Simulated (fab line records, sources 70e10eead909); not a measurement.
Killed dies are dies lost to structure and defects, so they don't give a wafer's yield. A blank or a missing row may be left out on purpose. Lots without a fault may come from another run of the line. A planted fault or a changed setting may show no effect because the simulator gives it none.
Problem report in the 8D (eight disciplines) form, filled by code -- flow nand harc -- the parts of the form that need people (team, actions taken, sign-off) are left out

## 1. THE ISSUE
At NHARC_A_ONON_D1_THK_MEAS_30, thk nm averages 689 nm over 4 wafers from 3 lots, while fault-free wafers read 998 nm, standard deviation 7.3. Measured from the usual mean, that is -42 standard deviations.
The step: measures by ellipsometry.
First seen on wafer L796.2, day 9 09:56, on film metro-02. Wafers with a number at this step in the record: 43, from 15 lots. Rule for "out", or "out of limits": more than 4 standard deviations from the usual mean. Any other wafer with a number is counted as sound.

## 2. WHAT THIS IS AND IS NOT
question,is,is not
which readings at this step,thk nm,-
which lots,"L796, L797, L798","L791, L792, L794, L805, L806, L807, L809, L810, L811, L812, L813, L814"
which wafers of those lots,"L796.2, L796.5, L797.5, L798.5","L796.6, L797.4, L798.4"
read on which gauges,"film metro-01, film metro-02",-
when,from day 9 09:56,"up to then (10 sound wafers); but 29 sound wafers of L797, L798, L805, L806, L807, L809, L810, L811, L812, L813, L814 came after"

## 3. WHAT RULES OUT EACH SUSPECT
Counting: if a tool at a process step up to the reading ran every lot that is out, it stays a suspect. Sound lots after the first of them don't rule it out here, since some wafers of a struck lot are sound.
- the gauge at NHARC_A_ONON_D1_THK_MEAS_30 is ruled out. Those wafers that are out were read across 2 gauges (film metro-01, film metro-02).
- pecvd onon-04 at NHARC_A_ONON_D1_DEP_28 (target thk 1000 nm): kept. Ran every lot that is out, first one L796 (day 9 09:29); last sound lot up to then L792 (day 8 01:58).
Remaining after the count: pecvd onon-04 at NHARC_A_ONON_D1_DEP_28.

## 4. THE CAUSE (what the simulator had put in)
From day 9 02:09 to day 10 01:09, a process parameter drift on pecvd onon-04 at NHARC_A_ONON_D1_DEP_28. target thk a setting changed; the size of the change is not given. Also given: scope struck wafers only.
The count eliminated every tool but this one.

## 5. THE EFFECT CHAIN, in route order
Each row: a reading where the mean over the struck wafers with a number is more than 3 standard deviations away from the usual. Only readings whose record carries a usual standard deviation are examined. hours: median over the lots of the time between each lot's start at the first step of this table that gives one and its start at this step. sigmas: the change, counted in usual standard deviations.
hours,step,reading,usual,on struck wafers,change,sigmas
0,NHARC_A_ONON_D1_THK_MEAS_30,thk nm,998 nm,689,-309,-42

## 6. HOW IT WOULD HAVE BEEN CAUGHT EARLIER
In this record the first reading out of limits at a measuring or inspecting step was taken at day 9 09:56, 8 hours after the fault began at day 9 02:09.
Of the lots that are out (3), L797, L798 began NHARC_A_ONON_D1_DEP_28 on pecvd onon-04 after day 9 09:56. A hold on the tool at that time would have spared those 2.
